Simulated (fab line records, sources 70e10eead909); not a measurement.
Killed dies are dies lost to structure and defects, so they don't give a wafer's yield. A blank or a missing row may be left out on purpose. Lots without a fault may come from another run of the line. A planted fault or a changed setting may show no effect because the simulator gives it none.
fab line records | flow nand_harc
record lots=22 wafers=66 last_day=34
route steps=1302 shown A_STAIRCASE@711
lots that met no fault: from a run of the same line without faults
start_h: hours from the record's first day to the start of the lot's first wafer shown | wait_h: hours since the lot's step before | " the same as in the row above | L1.1+2: a row that stands for several wafers | - no value, or no start given | * or withheld: withheld | < > ~ a bound
route shown NAME@n: a module of which the file shows steps, and the number in the route of the first | usual: mean/standard deviation of fault-free wafers | same: alike in all rows | chamber/n: place in a boat | sites: the reading at each site | _std_site: their standard deviation | _edge_site: outer sites' mean less inner sites' | radius_mm: how far each site lies from the wafer's centre | mask NAME#n: copy n | behind: the tool/chamber that last shaped the wafer | hold: why the lot was held/for how many hours/how that ended | device: the transistor (n, p or np) that didn't switch | end of line: the same wafers' tests at the end of the route | a step without rows: its recipe alone | killed: dies lost to structure and defects at the first sort, not the wafer's yield | map: a wafer's dies, x killed, . not, _ none there
set.NAME: the setting as run; set.NAME@STEP: as run at that earlier step | model.NAME: the simulator's own value behind a step, which no gauge read
steps of the route over a sample of lots; a table a step, a row a wafer
services: from which hour (start_h, from the record's first day; less than 0 if before it) a tool's chamber was out of use, for how many hours, and why
## steps
# step NHARC_A_STAIRCASE_ETCH_197
# recipe target_depth_a=1000 time_s=40.5 ion_energy_ev=400 c4f8_flow_sccm=20 o2_flow_sccm=10 ar_flow_sccm=withheld rf_w=600 bias_w=1000 chemistry=C4F8/O2
# usual bias_w=999.9/2.8 oes_product_au=0.950/0.017 rf_vpp_V=896/5.4
# columns lot.wafer tool chamber start_h wait_h bias_w oes_product_au rf_hours_counter_h rf_vpp_V
L074.3 rie_diel-07 2 - - 1005.1 0.946 23 896
L074.4 " 0 " " 999.6 0.940 18 899
L074.6 " 2 " " 1001.5 0.948 - 896
L075.1 rie_diel-02 3 - - 1006.0 0.939 45 896
L075.2 " 0 " " 996.1 0.950 48 885
L075.4 " 1 " " 998.4 0.949 49 891
L076.4 rie_diel-04 3 - - 1002.6 0.957 3 892
L076.1 " 0 " " 996.9 0.956 5 888
L076.6 " 1 " " 998.6 0.934 - 900
L077.3 rie_diel-02 3 - - 1003.9 0.974 49 894
L077.1 " 2 " " 996.8 0.964 49 891
L077.5 " 2 " " 997.5 0.957 - 889
L078.3 rie_diel-07 0 - - 1001.8 0.941 32 899
L078.2 " 1 " " 1001.5 0.933 35 904
L078.4 " 0 " " 993.9 0.940 - 898
L080.3 rie_diel-07 1 - - 999.1 0.966 40 906
L080.4 " 0 " " 1001.1 0.957 36 897
L080.5 " 2 " " 997.1 0.982 - 897
L081.2 rie_diel-04 2 - - 1002.4 0.965 30 892
L081.5 " 1 " " 997.2 0.986 - 900
L081.6 " 2 " " 998.9 0.967 - 892
L082.2 rie_diel-07 2 - - 999.5 0.916 41 896
L082.1 " 3 " " 1003.0 0.927 48 891
L082.6 " 3 " " 999.0 0.927 - 892
L083.1 rie_diel-07 0 - - 1002.0 0.938 49 898
L083.2 " 1 " " 1003.5 0.952 49 904
L083.6 " 0 " " 1000.0 0.947 - 897
L084.3 rie_diel-04 2 - - 998.8 0.938 33 893
L084.1 " 0 " " 1001.1 0.937 42 888
L084.6 " 2 " " 999.9 0.930 - 892
L086.2 rie_diel-02 2 - - 999.7 0.928 24 888
L086.4 " 0 " " 1001.1 0.954 - 906
L086.6 " 3 " " 1004.0 0.944 - 894
L085.1 rie_diel-07 2 - - 1002.7 0.961 1 897
L085.2 " 3 " " 997.9 0.955 2 891
L085.5 " 3 " " 1002.3 0.955 - 891
L088.2 rie_diel-07 1 - - 1001.1 0.937 6 902
L088.4 " 2 " " 999.3 0.948 6 897
L088.5 " 1 " " 997.8 0.939 - 903
L089.3 rie_diel-07 0 - - 1002.8 0.934 6 896
L089.2 " 2 " " 999.7 0.956 7 896
L089.4 " 3 " " 994.9 0.950 7 892
L090.4 rie_diel-07 2 - - 997.4 0.975 13 896
L090.2 " 0 " " 1002.5 0.969 10 897
L090.3 " 1 " " 990.6 0.956 13 904
L091.2 rie_diel-02 1 - - 1001.7 0.939 39 891
L091.4 " 2 " " 999.5 0.933 45 887
L091.5 " 3 " " 997.8 0.935 - 894
L092.1 rie_diel-02 2 - - 998.3 0.966 45 889
L092.3 " 0 " " 1002.8 0.950 48 904
L092.6 " 1 " " 1000.6 0.964 - 891
L095.1 rie_diel-07 1 - - 1001.7 0.938 27 902
L095.3 " 3 " " 1001.9 0.939 26 892
L095.5 " 0 " " 1000.5 0.946 - 898
L094.4 rie_diel-04 2 - - 998.7 0.951 12 890
L094.1 " 3 " " 1002.8 0.943 9 892
L094.2 " 0 " " 1005.0 0.936 9 904
L093.1 rie_diel-04 1 - - 998.4 0.925 14 900
L093.6 " 0 " " 998.9 0.929 - 906
L093.4 " 3 " " 997.8 0.951 - 891
L097.1 rie_diel-07 1 - - 1000.8 0.985 39 904
L097.4 " 0 " " 999.4 0.985 32 897
L097.5 " 2 " " 995.4 0.968 - 896
L096.2 rie_diel-07 2 - - 1001.6 0.971 38 896
L096.6 " 3 " " 1000.8 0.952 - 891
L096.5 " 0 " " 997.1 0.994 - 896
# step NHARC_A_STAIRCASE_TRIM_229
# recipe time_s=211.2 o2_flow_sccm=500 ar_flow_sccm=0 bias_w=0 chemistry=O2
# usual drypump_motor_current_A=5.8/0.56 oes_product_au=0.997/0.0072 rf_vpp_V=57.7/0.87 showerhead_plenum_p_Torr=3.51/0.16 throttle_valve_pct=17.037/0.0089
# same bias_w=0
# columns lot.wafer tool chamber start_h wait_h drypump_motor_current_A oes_product_au rf_hours_counter_h rf_vpp_V showerhead_plenum_p_Torr throttle_valve_pct
L074.4 rie_diel-02 3 366.59 0.1 5.4 0.996 46 58.0 3.50 17.059
L074.3 " 1 " " 5.7 1.002 50 56.1 3.41 17.030
L074.6 " 2 " " 5.4 0.988 - 57.6 3.34 17.031
L075.4 rie_diel-04 0 367.56 0.1 6.1 1.014 0 57.5 3.32 17.025
L075.2 " 1 " " 6.8 0.995 1 57.8 3.64 17.049
L075.1 " 3 " " 6.1 1.007 0 56.4 3.45 17.047
L076.4 rie_diel-07 0 381.93 0.1 6.0 1.003 22 57.7 3.59 17.026
L076.1 " 2 " " 6.5 0.997 26 58.7 3.55 17.031
L076.6 " 0 " " 6.0 0.999 - 59.8 3.59 17.030
L077.3 rie_diel-04 0 394.87 0.2 6.1 1.000 14 57.3 3.31 17.032
L077.1 " 3 " " 6.1 1.000 10 58.3 3.45 17.023
L077.5 " 1 " " 6.8 1.000 - 58.3 3.63 17.030
L078.2 rie_diel-07 1 407.32 0.1 6.1 0.990 35 58.5 3.75 17.034
L078.3 " 2 " " 6.5 0.999 27 58.4 3.55 17.039
L078.4 " 3 " " 5.1 0.999 33 56.0 3.42 17.039
L080.3 rie_diel-02 2 426.89 0.1 5.4 0.991 5 57.2 3.33 17.043
L080.4 " 3 " " 5.4 1.006 6 56.5 3.49 17.035
L080.5 " 0 " " 4.9 1.002 - 58.7 3.80 17.048
L081.2 rie_diel-04 2 458.88 0.1 6.3 0.998 30 57.4 3.41 17.029
L081.5 " 3 " " 6.0 1.000 - 57.1 3.44 17.037
L081.6 " 0 " " 6.1 1.005 - 57.1 3.30 17.025
L082.1 rie_diel-02 3 464.60 0.1 5.4 0.989 16 57.6 3.48 17.039
L082.2 " 1 " " 5.7 0.979 14 58.2 3.40 17.033
L082.6 " 2 " " 5.5 0.995 - 56.8 3.32 17.056
L083.1 rie_diel-04 0 467.61 0.1 6.1 1.003 42 57.5 3.30 17.044
L083.2 " 2 " " 6.3 1.001 34 55.8 3.40 17.036
L083.6 " 1 " " 6.8 0.993 - 58.6 3.62 17.014
L084.3 rie_diel-02 0 468.62 0.1 4.9 1.005 15 58.2 3.80 17.041
L084.1 " 1 " " 5.7 0.990 15 56.6 3.40 17.038
L084.6 " 3 " " 5.4 1.000 - 57.9 3.48 17.037
L086.4 rie_diel-02 0 489.98 0.1 4.9 0.983 29 57.7 3.79 17.032
L086.2 " 2 " " 5.4 0.980 26 58.2 3.32 17.036
L086.6 " 1 " " 5.7 0.987 - 58.2 3.40 17.039
L085.1 rie_diel-07 1 492.99 0.1 6.1 0.999 2 57.6 3.74 17.037
L085.2 " 3 " " 5.1 1.004 2 58.6 3.41 17.045
L085.5 " 1 " " 6.1 0.991 - 57.2 3.74 17.029
L088.2 rie_diel-04 1 509.09 0.1 6.8 0.989 54 58.0 3.61 17.036
L088.4 " 3 " " 6.1 0.974 53 57.0 3.42 17.060
L088.5 " 1 " " 6.7 0.989 - 57.7 3.61 17.031
L089.4 rie_diel-02 0 510.45 0.1 4.9 1.006 35 57.9 3.79 17.039
L089.3 " 1 " " 5.7 0.993 27 58.1 3.39 17.014
L089.2 " 3 " " 5.4 0.993 36 58.9 3.47 17.021
L090.2 rie_diel-04 1 532.80 0.2 6.8 0.991 61 58.5 3.61 17.035
L090.4 " 2 " " 6.3 0.996 57 56.3 3.39 17.042
L090.3 " 3 " " 6.0 0.999 62 57.5 3.42 17.057
L091.2 rie_diel-02 3 542.39 0.1 5.4 0.978 51 58.6 3.46 17.037
L091.4 " 2 " " 5.4 0.987 46 55.9 3.31 17.042
L091.5 " 3 " " 5.4 0.991 - 58.6 3.46 17.043
L092.3 rie_diel-04 2 544.92 0.1 6.3 0.989 1 57.4 3.39 17.030
L092.1 " 3 " " 6.0 1.000 1 57.6 3.42 17.055
L092.6 " 0 " " 6.1 0.997 - 57.2 3.81 17.038
L094.4 rie_diel-02 3 580.77 0.1 5.4 0.993 0 57.9 3.46 17.049
L094.1 " 0 " " 4.9 0.990 0 59.0 3.78 17.043
L094.2 " 2 " " 5.4 0.994 0 58.3 3.31 17.031
L095.1 rie_diel-04 0 582.70 0.1 6.1 0.999 12 58.2 3.80 17.041
L095.3 " 3 " " 6.0 1.007 11 57.6 3.41 17.031
L095.5 " 3 " " 6.0 0.998 - 57.3 3.41 17.037
L093.1 rie_diel-02 1 583.75 0.1 5.7 0.995 1 58.1 3.38 17.040
L093.4 " 3 " " 5.4 0.997 1 57.0 3.46 17.045
L093.6 " 2 " " 5.4 0.981 - 57.2 3.31 17.046
L097.1 rie_diel-07 3 597.62 0.1 5.1 0.993 34 58.9 3.39 17.019
L097.4 " 1 " " 6.1 1.004 39 57.6 3.72 17.036
L097.5 " 3 " " 5.1 0.996 - 57.7 3.39 17.050
L096.2 rie_diel-02 1 599.59 0.1 5.7 1.015 4 55.9 3.38 17.042
L096.5 " 3 " " 5.4 0.993 - 57.3 3.46 17.034
L096.6 " 0 " " 4.9 1.002 - 58.7 3.78 17.026
# step NHARC_A_STAIRCASE_TRIM_231
# recipe time_s=211.2 o2_flow_sccm=500 ar_flow_sccm=0 bias_w=0 chemistry=O2
# usual drypump_motor_current_A=5.7/0.53 oes_product_au=0.996/0.0078 rf_vpp_V=57.7/0.88 showerhead_plenum_p_Torr=3.49/0.16 throttle_valve_pct=17.037/0.0093
# same bias_w=0
# columns lot.wafer tool chamber start_h wait_h drypump_motor_current_A oes_product_au rf_hours_counter_h rf_vpp_V showerhead_plenum_p_Torr throttle_valve_pct
L074.4 rie_diel-02 2 - - 5.4 0.999 47 58.2 3.34 17.050
L074.3 " 0 " " 4.9 1.010 49 58.0 3.27 17.036
L074.6 " 2 " " 5.4 1.006 - 57.3 3.34 17.040
L075.1 rie_diel-04 2 - - 6.4 0.999 1 56.7 3.42 17.019
L075.2 " 3 " " 6.1 0.997 0 57.1 3.45 17.035
L075.4 " 0 " " 6.1 0.996 1 58.3 3.32 17.036
L076.1 rie_diel-07 0 - - 6.1 0.995 22 57.1 3.59 17.049
L076.4 " 2 " " 6.5 1.004 26 59.1 3.55 17.034
L076.6 " 1 " " 6.1 0.993 - 60.0 3.76 17.024
L077.3 rie_diel-04 0 - - 6.0 0.998 15 58.3 3.31 17.037
L077.1 " 1 " " 6.8 0.995 15 58.6 3.63 17.043
L077.5 " 1 " " 6.7 0.991 - 58.6 3.63 17.042
L078.2 rie_diel-07 3 - - 5.1 1.004 33 57.2 3.42 17.032
L078.4 " 0 " " 6.0 1.001 33 57.7 3.58 17.030
L078.3 " 1 " " 6.1 0.986 36 56.8 3.75 17.047
L080.3 rie_diel-02 0 - - 4.9 0.990 6 57.9 3.80 17.030
L080.4 " 1 " " 5.7 0.996 6 58.3 3.41 17.050
L080.5 " 3 " " 5.3 0.987 - 56.4 3.49 17.050
L081.2 rie_diel-04 0 - - 6.1 0.989 37 57.3 3.30 17.044
L081.6 " 2 " " 6.3 0.991 - 57.8 3.41 17.047
L081.5 " 3 " " 6.0 0.995 - 59.0 3.44 17.060
L082.1 rie_diel-02 2 - - 5.4 0.991 15 58.9 3.32 17.043
L082.2 " 3 " " 5.4 0.990 16 55.6 3.48 17.030
L082.6 " 3 " " 5.4 0.999 - 59.8 3.48 17.029
L083.1 rie_diel-04 3 - - 6.0 0.991 34 57.5 3.43 17.028
L083.2 " 1 " " 6.8 0.991 39 57.4 3.62 17.059
L083.6 " 0 " " 6.1 0.989 - 56.8 3.30 17.039
L084.3 rie_diel-02 1 - - 5.7 0.999 15 57.2 3.40 17.049
L084.1 " 0 " " 4.9 1.004 15 58.4 3.80 17.031
L084.6 " 2 " " 5.4 0.982 - 56.5 3.32 17.021
L086.2 rie_diel-02 1 - - 5.7 0.992 21 56.6 3.40 17.026
L086.4 " 2 " " 5.4 0.980 26 58.7 3.32 17.036
L086.6 " 0 " " 4.9 1.002 - 58.3 3.79 17.053
L085.1 rie_diel-07 2 - - 6.5 1.006 2 57.0 3.54 17.038
L085.2 " 0 " " 6.1 1.003 2 58.0 3.57 17.035
L085.5 " 3 " " 5.1 0.995 - 56.9 3.41 17.042
L088.4 rie_diel-04 0 - - 6.1 1.002 60 58.2 3.29 17.032
L088.2 " 2 " " 6.3 1.010 51 56.4 3.40 17.034
L088.5 " 0 " " 6.1 1.004 - 56.5 3.29 17.035
L089.3 rie_diel-02 2 - - 5.4 0.985 32 56.6 3.32 17.039
L089.4 " 3 " " 5.3 0.985 36 57.0 3.47 17.035
L089.2 " 0 " " 4.9 0.997 36 57.8 3.79 17.055
L090.4 rie_diel-02 3 - - 5.3 0.997 48 57.2 3.47 17.047
L090.3 " 1 " " 5.7 0.987 37 57.3 3.39 17.045
L090.2 " 2 " " 5.4 0.982 42 58.1 3.31 17.034
L091.4 rie_diel-02 2 - - 5.4 0.984 46 58.9 3.31 17.026
L091.2 " 0 " " 4.9 0.996 48 58.1 3.78 17.052
L091.5 " 3 " " 5.4 0.996 - 57.2 3.46 17.045
L092.1 rie_diel-04 0 - - 6.1 1.002 1 57.0 3.81 17.037
L092.3 " 2 " " 6.3 0.995 1 56.8 3.39 17.043
L092.6 " 0 " " 6.1 0.992 - 58.9 3.81 17.051
L094.4 rie_diel-02 1 - - 5.7 1.006 0 57.2 3.38 17.035
L094.1 " 2 " " 5.4 0.994 0 57.2 3.31 17.036
L094.2 " 3 " " 5.4 1.011 0 57.4 3.46 17.039
L095.3 rie_diel-04 0 - - 6.1 0.995 12 59.4 3.80 17.023
L095.1 " 3 " " 6.0 1.008 11 57.6 3.41 17.041
L095.5 " 0 " " 6.1 1.001 - 58.5 3.80 17.037
L093.1 rie_diel-02 0 - - 4.9 1.005 1 58.6 3.78 17.037
L093.4 " 1 " " 5.7 0.999 1 57.0 3.38 17.030
L093.6 " 2 " " 5.4 0.986 - 57.4 3.31 17.043
L097.4 rie_diel-07 2 - - 6.5 1.015 38 59.1 3.52 17.028
L097.1 " 1 " " 6.1 0.995 39 58.3 3.72 17.033
L097.5 " 3 " " 5.1 0.980 - 55.9 3.39 17.041
L096.2 rie_diel-02 0 - - 4.9 1.001 5 58.3 3.77 17.032
L096.6 " 3 " " 5.4 0.992 - 57.1 3.46 17.041
L096.5 " 0 " " 4.9 1.006 - 57.6 3.77 17.048
# step NHARC_A_STAIRCASE_HM_OPEN_460
# recipe o2_flow_sccm=400 cos_flow_sccm=20 ar_flow_sccm=0 rf_w=500 bias_w=300 chemistry=O2/COS
# usual bias_w=300.0/0.91 drypump_motor_current_A=5.9/0.56 oes_product_au=1.000/0.0081 rf_vpp_V=467/3.1 showerhead_plenum_p_Torr=3.10/0.14 throttle_valve_pct=28.331/0.0087
# columns lot.wafer tool chamber start_h wait_h bias_w drypump_motor_current_A oes_product_au rf_hours_counter_h rf_vpp_V showerhead_plenum_p_Torr throttle_valve_pct
L074.3 rie_diel-07 3 - - 300.0 5.1 1.012 24 464 3.03 28.343
L074.6 " 3 " " 298.8 5.1 1.000 - 465 3.03 28.340
L074.4 " 0 " " 299.5 6.1 0.984 - 469 3.18 28.325
L075.2 rie_diel-02 0 - - 300.5 4.9 1.005 56 460 2.89 28.325
L075.1 " 3 " " 299.9 5.4 1.001 53 465 3.09 28.329
L075.4 " 0 " " 300.9 4.9 1.013 - 463 2.89 28.330
L076.1 rie_diel-07 3 - - 300.7 5.1 0.998 31 466 3.03 28.328
L076.6 " 0 " " 298.7 6.0 1.011 - 469 3.17 28.329
L076.4 " 3 " " 301.8 5.1 0.995 - 463 3.03 28.339
L077.3 rie_diel-07 3 - - 300.6 5.0 1.003 34 466 3.03 28.336
L077.1 " 2 " " 299.7 6.5 0.996 28 467 3.14 28.332
L077.5 " 3 " " 299.8 5.0 1.005 - 464 3.03 28.328
L078.4 rie_diel-04 2 - - 300.3 6.3 1.013 18 465 3.02 28.334
L078.3 " 3 " " 301.2 6.0 1.010 18 466 3.04 28.324
L078.2 " 0 " " 299.4 6.1 1.003 26 464 2.92 28.330
L080.3 rie_diel-07 3 - - 299.7 5.1 1.010 43 466 3.02 28.334
L080.4 " 2 " " 299.6 6.5 0.997 35 466 3.14 28.332
L080.5 " 0 " " 299.7 6.0 1.002 - 468 3.17 28.335
L081.2 rie_diel-04 3 - - 298.9 6.0 0.994 39 466 3.03 28.331
L081.6 " 2 " " 300.7 6.3 1.014 - 464 3.01 28.316
L081.5 " 3 " " 300.1 6.0 1.003 - 466 3.03 28.328
L082.1 rie_diel-04 1 - - 299.9 6.7 0.991 42 469 3.20 28.344
L082.2 " 2 " " 298.3 6.4 0.997 39 465 3.01 28.336
L082.6 " 1 " " 298.7 6.7 0.994 - 468 3.20 28.328
L083.1 rie_diel-04 2 - - 298.8 6.3 1.018 40 465 3.01 28.337
L083.2 " 0 " " 298.5 6.1 0.999 48 464 2.91 28.331
L083.6 " 2 " " 298.6 6.4 0.998 - 466 3.01 28.329
L084.1 rie_diel-02 3 - - 300.8 5.4 0.990 27 466 3.08 28.343
L084.3 " 0 " " 300.9 4.9 0.995 25 474 3.36 28.341
L084.6 " 2 " " 300.3 5.4 0.985 - 463 2.94 28.345
L086.4 rie_diel-04 2 - - 300.1 6.4 0.998 50 463 3.00 28.342
L086.2 " 3 " " 299.2 6.1 1.003 53 465 3.03 28.316
L086.6 " 1 " " 300.3 6.7 0.994 - 470 3.20 28.336
L085.2 rie_diel-04 2 - - 300.3 6.3 1.018 51 466 3.00 28.328
L085.1 " 3 " " 299.7 6.0 1.007 54 466 3.03 28.330
L085.5 " 2 " " 300.4 6.3 1.013 - 464 3.00 28.346
L088.4 rie_diel-07 1 - - 300.2 6.1 0.988 12 471 3.31 28.329
L088.2 " 2 " " 300.0 6.5 1.009 13 467 3.12 28.334
L088.5 " 0 " " 299.5 6.1 0.995 - 466 3.16 28.337
L089.2 rie_diel-04 2 - - 300.5 6.4 1.007 53 464 3.00 28.339
L089.3 " 3 " " 299.1 6.0 1.000 57 465 3.03 28.326
L089.4 " 1 " " 300.4 6.8 1.005 57 467 3.20 28.336
L090.3 rie_diel-07 3 - - 300.1 5.1 0.997 22 465 3.01 28.330
L090.2 " 1 " " 301.0 6.1 0.985 20 471 3.30 28.335
L090.4 " 1 " " 299.0 6.1 0.999 - 472 3.30 28.324
L091.2 rie_diel-02 3 - - 299.6 5.4 0.986 55 467 3.06 28.322
L091.4 " 2 " " 299.0 5.5 0.989 50 464 2.92 28.313
L091.5 " 3 " " 300.0 5.4 0.995 - 465 3.06 28.329
L092.3 rie_diel-02 0 - - 300.1 4.9 0.995 52 470 3.35 28.333
L092.1 " 1 " " 299.8 5.7 0.991 43 466 2.99 28.329
L092.6 " 0 " " 301.1 4.9 0.994 - 474 3.35 28.319
L094.4 rie_diel-07 2 - - 299.7 6.5 1.013 39 467 3.11 28.337
L094.1 " 3 " " 299.8 5.1 0.992 35 465 3.00 28.330
L094.2 " 0 " " 301.1 6.1 1.005 33 467 3.15 28.336
L095.3 rie_diel-04 1 - - 299.0 6.7 1.000 19 470 3.18 28.338
L095.1 " 3 " " 300.4 6.0 1.002 17 465 3.02 28.322
L095.5 " 1 " " 299.0 6.8 0.997 - 468 3.18 28.341
L093.4 rie_diel-04 0 - - 299.9 6.0 1.004 18 472 3.36 28.337
L093.1 " 3 " " 300.2 6.0 1.005 18 463 3.01 28.342
L093.6 " 0 " " 298.9 6.0 0.990 - 473 3.36 28.338
L097.1 rie_diel-02 1 - - 301.7 5.7 1.003 14 463 2.99 28.325
L097.4 " 3 " " 301.1 5.4 1.005 14 465 3.05 28.361
L097.5 " 2 " " 299.7 5.4 0.995 - 462 2.92 28.331
L096.2 rie_diel-04 2 - - 298.3 6.3 0.995 26 465 2.99 28.334
L096.6 " 3 " " 300.4 6.0 1.013 - 463 3.01 28.331
L096.5 " 0 " " 299.2 6.1 1.009 - 472 3.36 28.334
# step NHARC_A_STAIRCASE_ETCH_294
# recipe target_depth_a=49890 time_s=1211.6 ion_energy_ev=800 c4f8_flow_sccm=80 o2_flow_sccm=60 ar_flow_sccm=withheld rf_w=600 bias_w=3000 chemistry=C4F8/O2/Ar
# usual bias_w=2999/8 oes_product_au=0.931/0.009 rf_vpp_V=1825/12
# columns lot.wafer tool chamber start_h wait_h bias_w oes_product_au rf_hours_counter_h rf_vpp_V
L074.3 rie_diel-07 1 - - 3006 0.931 26 1843
L074.4 " 1 " " 2994 0.922 - 1843
L074.6 " 3 " " 3004 0.941 - 1817
L075.2 rie_diel-02 1 - - 2999 0.918 53 1817
L075.4 " 2 " " 2999 0.925 54 1811
L075.1 " 3 " " 3001 0.946 53 1824
L076.1 rie_diel-07 1 - - 2999 0.930 33 1843
L076.4 " 0 " " 3006 0.939 - 1830
L076.6 " 3 " " 3007 0.941 - 1818
L077.3 rie_diel-07 2 - - 2998 0.930 28 1828
L077.1 " 1 " " 2997 0.930 36 1844
L077.5 " 3 " " 3011 0.939 - 1819
L078.2 rie_diel-04 0 - - 3006 0.928 26 1810
L078.3 " 1 " " 3000 0.920 26 1834
L078.4 " 2 " " 3012 0.925 18 1817
L080.4 rie_diel-07 0 - - 3005 0.930 43 1831
L080.3 " 3 " " 2992 0.927 43 1819
L080.5 " 1 " " 2981 0.928 - 1843
L081.2 rie_diel-04 1 - - 3009 0.934 42 1834
L081.6 " 0 " " 2993 0.934 - 1809
L081.5 " 1 " " 3009 0.933 - 1833
L082.1 rie_diel-04 1 - - 2998 0.927 42 1835
L082.2 " 2 " " 3009 0.925 39 1816
L082.6 " 0 " " 3003 0.913 - 1808
L083.1 rie_diel-04 1 - - 2996 0.935 44 1835
L083.2 " 0 " " 3006 0.923 48 1808
L083.6 " 2 " " 2993 0.932 - 1818
L084.3 rie_diel-02 0 - - 2995 0.927 26 1847
L084.1 " 3 " " 2994 0.913 27 1824
L084.6 " 3 " " 2989 0.919 - 1823
L086.4 rie_diel-04 2 - - 2990 0.918 50 1817
L086.2 " 1 " " 3004 0.927 53 1832
L086.6 " 3 " " 2988 0.923 - 1818
L085.1 rie_diel-04 1 - - 3016 0.947 54 1833
L085.2 " 3 " " 3009 0.932 54 1818
L085.5 " 0 " " 2997 0.957 - 1809
L088.4 rie_diel-07 1 - - 2998 0.941 13 1843
L088.2 " 2 " " 2980 0.946 13 1827
L088.5 " 0 " " 2997 0.931 - 1830
L089.3 rie_diel-04 2 - - 2993 0.932 54 1816
L089.4 " 0 " " 3001 0.947 65 1808
L089.2 " 1 " " 3018 0.943 57 1833
L090.3 rie_diel-07 3 - - 2998 0.921 22 1817
L090.2 " 1 " " 2993 0.924 21 1843
L090.4 " 3 " " 3002 0.930 - 1818
L091.2 rie_diel-02 0 - - 2998 0.931 51 1845
L091.4 " 2 " " 3001 0.940 50 1812
L091.5 " 0 " " 2988 0.937 - 1845
L092.1 rie_diel-02 0 - - 3001 0.927 52 1844
L092.3 " 1 " " 3007 0.926 43 1816
L092.6 " 3 " " 3011 0.926 - 1822
L094.4 rie_diel-07 1 - - 2989 0.936 40 1841
L094.1 " 2 " " 3004 0.927 39 1827
L094.2 " 3 " " 2988 0.908 35 1816
L095.1 rie_diel-04 0 - - 3009 0.925 17 1846
L095.3 " 1 " " 3012 0.930 20 1833
L095.5 " 3 " " 3001 0.929 - 1819
L093.4 rie_diel-04 1 - - 2998 0.928 21 1833
L093.1 " 3 " " 2985 0.934 18 1817
L093.6 " 0 " " 3002 0.922 - 1848
L097.1 rie_diel-02 1 - - 2986 0.929 14 1815
L097.4 " 3 " " 2998 0.940 14 1822
L097.5 " 1 " " 3004 0.924 - 1815
L096.2 rie_diel-04 3 - - 3003 0.928 28 1817
L096.6 " 3 " " 2989 0.934 - 1817
L096.5 " 0 " " 2998 0.932 - 1845
# step NHARC_A_STAIRCASE_ETCHBACK_416
# recipe target_depth_a=360 time_s=7.2 c4f8_flow_sccm=withheld o2_flow_sccm=8 ar_flow_sccm=withheld rf_w=600 bias_w=800 chemistry=C4F8/O2/Ar
# usual bias_w=799.7/2.7 oes_product_au=0.94/0.033 rf_vpp_V=723/4.2
# columns lot.wafer tool chamber start_h wait_h bias_w oes_product_au rf_hours_counter_h rf_vpp_V
L074.3 rie_diel-07 0 401.62 2.1 799.4 0.93 - 725
L074.4 " 1 " " 796.9 0.92 - 731
L074.6 " 1 " " 797.0 0.91 - 731
L075.1 rie_diel-02 0 404.28 3.0 798.3 1.02 0 731
L075.2 " 1 " " 796.6 1.00 0 718
L075.4 " 2 " " 795.6 1.00 0 718
L076.1 rie_diel-07 3 410.11 2.5 800.7 0.93 33 719
L076.4 " 0 " " 799.4 0.92 33 724
L076.6 " 0 " " 800.2 0.93 - 725
L077.1 rie_diel-02 3 421.66 3.0 804.1 0.93 5 722
L077.3 " 0 " " 799.8 0.92 5 732
L077.5 " 2 " " 799.4 0.92 - 717
L078.2 rie_diel-07 2 435.82 4.4 798.5 0.92 35 724
L078.3 " 3 " " 799.5 0.93 42 720
L078.4 " 0 " " 798.7 0.92 42 724
L080.3 rie_diel-04 3 452.07 3.0 799.0 0.93 29 719
L080.5 " 0 " " 801.2 0.93 - 716
L080.4 " 1 " " 804.4 0.92 - 727
L081.2 rie_diel-07 0 - - 798.6 1.00 1 724
L081.5 " 1 " " 801.9 0.99 - 730
L081.6 " 2 " " 801.7 1.02 - 724
L082.2 rie_diel-07 0 - - 801.5 1.00 1 725
L082.1 " 2 " " 803.2 1.02 1 723
L082.6 " 1 " " 798.1 1.01 - 730
L083.2 rie_diel-07 0 - - 803.4 1.00 2 725
L083.1 " 2 " " 800.5 1.01 1 724
L083.6 " 3 " " 800.2 0.99 - 719
L084.3 rie_diel-07 3 - - 795.2 0.99 2 721
L084.1 " 1 " " 797.4 0.99 2 729
L084.6 " 0 " " 797.2 1.00 - 723
L086.4 rie_diel-04 0 - - 802.7 0.93 62 716
L086.2 " 1 " " 800.4 0.92 55 725
L086.6 " 2 " " 796.5 0.92 - 721
L085.2 rie_diel-04 2 - - 802.2 0.93 52 719
L085.1 " 3 " " 798.3 0.93 56 720
L085.5 " 3 " " 794.1 0.93 - 719
L088.4 rie_diel-07 0 538.96 3.0 798.9 0.92 17 724
L088.2 " 2 " " 799.9 0.93 18 723
L088.5 " 1 " " 796.7 0.90 - 730
L089.2 rie_diel-02 3 539.99 2.1 801.2 0.92 50 721
L089.3 " 0 " " 799.9 0.92 48 731
L089.4 " 1 " " 798.8 0.92 39 719
L090.4 rie_diel-07 3 - - 799.2 0.92 24 720
L090.2 " 0 " " 799.4 0.92 21 725
L090.3 " 1 " " 798.7 0.93 25 728
L091.4 rie_diel-07 2 - - 800.0 0.96 27 723
L091.2 " 1 " " 797.3 0.95 26 728
L091.5 " 2 " " 798.1 0.94 - 723
L092.1 rie_diel-07 0 - - 800.5 0.93 23 724
L092.3 " 1 " " 804.0 0.93 27 728
L092.6 " 3 " " 799.5 0.92 - 719
L094.2 rie_diel-04 1 - - 803.5 0.93 25 726
L094.1 " 2 " " 803.5 0.92 23 720
L094.4 " 0 " " 805.1 0.93 22 731
L095.3 rie_diel-07 1 - - 797.4 0.92 45 728
L095.1 " 3 " " 803.7 0.93 39 719
L095.5 " 0 " " 805.9 0.92 - 725
L093.4 rie_diel-04 1 - - 800.8 0.92 25 726
L093.1 " 0 " " 799.6 0.92 22 730
L093.6 " 2 " " 799.8 0.92 - 717
L097.1 rie_diel-04 1 - - 795.0 0.92 31 724
L097.4 " 2 " " 795.4 0.92 29 718
L097.5 " 2 " " 796.9 0.91 - 718
L096.2 rie_diel-02 2 - - 800.1 0.91 16 717
L096.6 " 1 " " 799.3 0.92 - 719
L096.5 " 2 " " 802.8 0.91 - 716
## services
# columns tool chamber start_h hours kind
rie_diel-04 - 356.06 9.0 pm
rie_diel-04 0 356.06 9.0 vent_cycle
rie_diel-04 1 356.06 9.0 vent_cycle
rie_diel-04 2 356.06 9.0 vent_cycle
rie_diel-04 3 356.06 9.0 vent_cycle
rie_diel-07 0 356.39 - clean
rie_diel-07 1 356.39 - clean
rie_diel-07 2 356.39 - clean
rie_diel-02 2 380.55 4.6 repair
rie_diel-02 1 381.88 2.5 repair
rie_diel-02 1 385.54 6.1 repair
rie_diel-02 - 393.99 9.0 pm
rie_diel-07 3 400.91 2.5 repair
rie_diel-04 1 437.29 2.6 repair
rie_diel-07 1 452.42 8.5 repair
rie_diel-07 - 473.40 9.0 pm
rie_diel-02 1 479.20 9.0 repair
rie_diel-07 - 510.32 0.1 repair
rie_diel-04 - 533.09 9.0 pm
rie_diel-02 2 543.98 5.1 repair
rie_diel-07 0 544.77 7.0 repair
rie_diel-02 - 570.99 9.0 pm
rie_diel-04 - 611.73 0.7 repair
rie_diel-02 3 618.59 2.6 repair
## key
fault none
